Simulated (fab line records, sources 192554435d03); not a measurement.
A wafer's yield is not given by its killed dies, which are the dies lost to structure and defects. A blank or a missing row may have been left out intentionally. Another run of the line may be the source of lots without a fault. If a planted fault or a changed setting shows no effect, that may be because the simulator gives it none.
Split-lot experiment | flow n5-finfet | 21 wafers read from 7 lots, route of 1938 steps

## ABOUT THE SPLIT
At N5_BEOL_M9_EXPOSE_25 (exposes mask V8), the setting dose-mj was moved away from the recipe's 37.25 on 6 of the 21 wafers read, by -6.2% to +6.6%. This setting was run at the recipe's value on the other wafers.

## FROM THE SPLIT TO THE READING: what the file shows between them, 2 steps
- N5_BEOL_M9_PEB_26: peb time 60 s
- N5_BEOL_M9_DEVELOP_27: develop time 30 s

## THE READING
At N5_BEOL_M9_CD_MEAS_28: cd-nm in nanometres, against a target cd of 70 nm. On this fab line, fault-free wafers typically give 70.00 nm with a standard deviation of 0.23 nm.

wafer  | tool, chamber at the split | dose-mj as run | against the recipe | cd-nm, nm | against lot-mates on the recipe
L074.1 | euv-scanner-02, 0          | 37.25          | recipe             | 69.60     | -
L074.2 | euv-scanner-02, 0          | 38.69          | +3.9%              | 70.74     | +0.95
L074.6 | euv-scanner-02, 0          | 37.25          | recipe             | 69.98     | -
L078.2 | euv-scanner-01, 0          | 34.94          | -6.2%              | 68.61     | -1.23
L078.3 | euv-scanner-01, 0          | 37.25          | recipe             | 69.73     | -
L078.4 | euv-scanner-01, 0          | 37.25          | recipe             | 69.94     | -
L080.1 | euv-scanner-01, 0          | 37.25          | recipe             | 69.84     | -
L080.3 | euv-scanner-01, 0          | 37.25          | recipe             | 69.96     | -
L080.4 | euv-scanner-01, 0          | 37.25          | recipe             | 70.58     | -
L081.2 | euv-scanner-01, 0          | 37.25          | recipe             | 69.86     | -
L081.4 | euv-scanner-01, 0          | 37.25          | recipe             | 69.49     | -
L081.5 | euv-scanner-01, 0          | 37.25          | recipe             | 69.69     | -
L089.1 | euv-scanner-02, 0          | 37.25          | recipe             | 69.66     | -
L089.2 | euv-scanner-02, 0          | 37.25          | recipe             | 69.73     | -
L089.3 | euv-scanner-02, 0          | 38.07          | +2.2%              | 70.35     | +0.66
L093.1 | euv-scanner-02, 0          | 37.25          | recipe             | 70.03     | -
L093.2 | euv-scanner-02, 0          | 37.25          | recipe             | 70.07     | -
L093.4 | euv-scanner-02, 0          | 35.76          | -4.0%              | 69.15     | -0.90
L091.2 | euv-scanner-02, 0          | 37.25          | recipe             | 69.83     | -
L091.4 | euv-scanner-02, 0          | 39.71          | +6.6%              | 71.23     | +1.40
L091.5 | euv-scanner-02, 0          | 39.71          | +6.6%              | 71.28     | +1.45

THE FIT
A straight line over all 21 wafers: cd-nm changes by +0.206 nm for each +1% of dose-mj; r = +0.94; the points scatter about the line by 0.22 nm.
The same after taking each lot's own level away (the mean of its wafers on the recipe; 21 wafers): +0.217 nm for each +1%; r = +0.97; scatter 0.17 nm.
On that fit, the largest move of dose-mj shifts the reading by 1.4 nm.
From 69.680 to 70.127 nm: that is the span of the lots' own levels, equal to 1.9 times the standard deviation above.
So the lot-to-lot level changes the slope little: the two slopes agree.
Check: +1.47 nm against its lot-mates is what the line predicts for one of the wafers moved furthest among these (+6.6%) when that wafer is left out of the fit. It came out at +1.4 nm against them.

## THE FILE'S OWN FIT
cd-nm changes by +0.218 nm for each +1% of dose-mj, r = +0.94.
